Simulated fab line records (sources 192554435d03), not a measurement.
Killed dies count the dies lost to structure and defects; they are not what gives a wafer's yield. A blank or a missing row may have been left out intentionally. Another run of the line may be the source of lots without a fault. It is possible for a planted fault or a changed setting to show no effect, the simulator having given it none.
Split-lot trial ; flow n5 finfet ; 21 wafers read across 7 lots, on a route 1938 steps long

ABOUT THE SPLIT
At N5_FIN_CUT_CUT_ETCH_26 (etches SiNx in CH3F/O2, target depth 39 nm, time 55.7 s), the setting source w was moved away from the recipe's 395 W on 8 of the 21 wafers read, by -17.3% to +10.8%. For the rest of the wafers, this setting stayed at what the recipe calls for.

Reading taken at the split's own step.

THE READING
rf vpp V, in V, at N5_FIN_CUT_CUT_ETCH_26 (etches SiNx in CH3F/O2, target depth 39 nm, time 55.7 s). Fault-free wafers of this fab line usually give 298 V, standard deviation 3.1 V.

wafer;tool, chamber at the split;source w as run, W;against the recipe;rf vpp V, V;against lot-mates on the recipe
L075.2;rie diel-02, 0;326.8;-17.3%;328;+30
L075.3;rie diel-02, 2;395;recipe;298;-
L075.6;rie diel-02, 3;326.8;-17.3%;328;+30
L081.2;rie diel-04, 2;395;recipe;299;-
L081.3;rie diel-04, 0;395;recipe;305;-
L081.6;rie diel-04, 0;327.5;-17.1%;330;+28
L082.2;rie diel-04, 2;354.7;-10.2%;315;+16
L082.5;rie diel-04, 0;395;recipe;304;-
L082.6;rie diel-04, 1;395;recipe;295;-
L083.2;rie diel-01, 2;395;recipe;293;-
L083.3;rie diel-01, 1;437.7;+10.8%;287;-8
L083.4;rie diel-01, 3;395;recipe;297;-
L086.2;rie diel-04, 0;395;recipe;303;-
L086.3;rie diel-04, 1;395;recipe;295;-
L086.6;rie diel-04, 2;395;recipe;299;-
L089.1;rie diel-04, 3;415.1;+5.1%;289;-8
L089.5;rie diel-04, 2;395;recipe;298;-
L089.6;rie diel-04, 1;395;recipe;295;-
L093.1;rie diel-02, 3;395;recipe;299;-
L093.3;rie diel-02, 1;348.6;-11.7%;313;+14
L093.4;rie diel-02, 3;348.6;-11.7%;317;+18

FIT RESULTS
A straight line over all 21 wafers: rf vpp V changes by -1.6 V for each +1% of source w; r = -0.96; the points scatter about the line by 3.5 V.
The same after taking each lot's own level away (the mean of its wafers on the recipe; 21 wafers): -1.5 V for each +1%; r = -0.96; scatter 3.3 V.
That fit puts the effect of the largest move of source w on the reading at 26 V.
The lots' own levels span 295.0 to 302.0 V, that is 2.3 times the standard deviation above.
Consequently the slope shifts little with the lot-to-lot level, the two slopes agreeing.
Check: +25.8 V against its lot-mates is what the line predicts for one of the wafers moved furthest among these (-17.3%) when that wafer is left out of the fit. It came out at +30 V against them.
Tool readings at the split's step, against how far the setting was moved: rf vpp V r = -0.96.

ADDITIONAL SPLITS CARRIED BY THESE WAFERS
Before the reading, these wafers also passed through other splits. Each is held against what the fit with the lots' levels taken away leaves over:
other split on the same wafers;wafers away from the commonest value;r with rf vpp V (lot level and that fit taken away)
N5_ZERO_LAYER_EXPOSE_08 dose mj;7;+0.10
N5_ZERO_LAYER_DEVELOP_10 develop time s;6;-0.16
N5_WELL_APT_COAT_02 spin rpm;7;+0.04
N5_WELL_APT_PEB_06 peb time s;10;+0.37
N5_FIN_SAQP_EXPOSE_13 dose mj;7;-0.08

THE WHOLE CHAIN: every reading that the file lists as answering this split, in the file's order
step;what it does;reading;change (the file's fit);r (the file's)
N5_FIN_CUT_CUT_ETCH_26;etches SiNx in CH3F/O2, target depth 39 nm, time 55.7 s;rf vpp V;-1.53 V for each +1% of the setting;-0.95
N5_FIN_CUT_CUT_ETCH_26;etches SiNx in CH3F/O2, target depth 39 nm, time 55.7 s;etch.depth nm (the simulator's own value, which no gauge read);+0.157 nm for each +1% of the setting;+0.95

THE FILE'S OWN FIT
rf vpp V changes by -1.53 V for each +1% of source w, r = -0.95.
